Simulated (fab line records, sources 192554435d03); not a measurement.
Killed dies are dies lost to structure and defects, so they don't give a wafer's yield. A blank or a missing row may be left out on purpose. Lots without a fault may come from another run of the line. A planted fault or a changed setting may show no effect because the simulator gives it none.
Chamber matching | flow n5_finfet | N5_BEOL_M15_ILD_DEP_00 on pecvd-04: 3 sister chambers
The step deposits SiO2 from TEOS/O2, target thk 1629.3 nm, time 346.1 s. 3 wafers are shown with their chamber, then 8 later ones without.

WAFERS WITH THEIR CHAMBER
wafer  | chamber | throttle_valve_pct (%)
L083.4 | 0       | 18.7
L086.4 | 2       | 17.1
L089.3 | 1       | 19.0

WAFERS WITHOUT THEIR CHAMBER
wafer  | throttle_valve_pct (%)
L089.4 | 17.2
L089.5 | 19.0
L092.2 | 18.5
L092.3 | 17.4
L092.4 | 18.8
L096.2 | 17.4
L096.3 | 18.5
L096.6 | 19.1

WHICH CHAMBER EACH WENT THROUGH
wafer  | from the rows above     | in truth
L089.4 | 2                       | 2
L089.5 | can't be placed: 1 or 0 | 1
L092.2 | can't be placed: 0 or 1 | 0
L092.3 | 2                       | 2
L092.4 | can't be placed: 0 or 1 | 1
L096.2 | 2                       | 2
L096.3 | can't be placed: 0 or 1 | 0
L096.6 | can't be placed: 1 or 0 | 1
Placed correctly: 3 of 8. Can't be placed from these rows: 5 (the true chamber is among the candidates in 5). Placed wrongly: 0.
How it was worked out, from the rows above alone: a wafer's distance from a chamber is the root of the sum, over the readings, of the square of ((its reading less the chamber's mean) divided by the reading's scatter). The wafer belongs to the nearest chamber; if the next one is less than 2 further off, it can't be placed. A chamber's mean is the mean of its shown wafers. The scatter: with one shown wafer a chamber, the root of the mean of the squares of how far each hidden wafer lies from its nearest shown one.
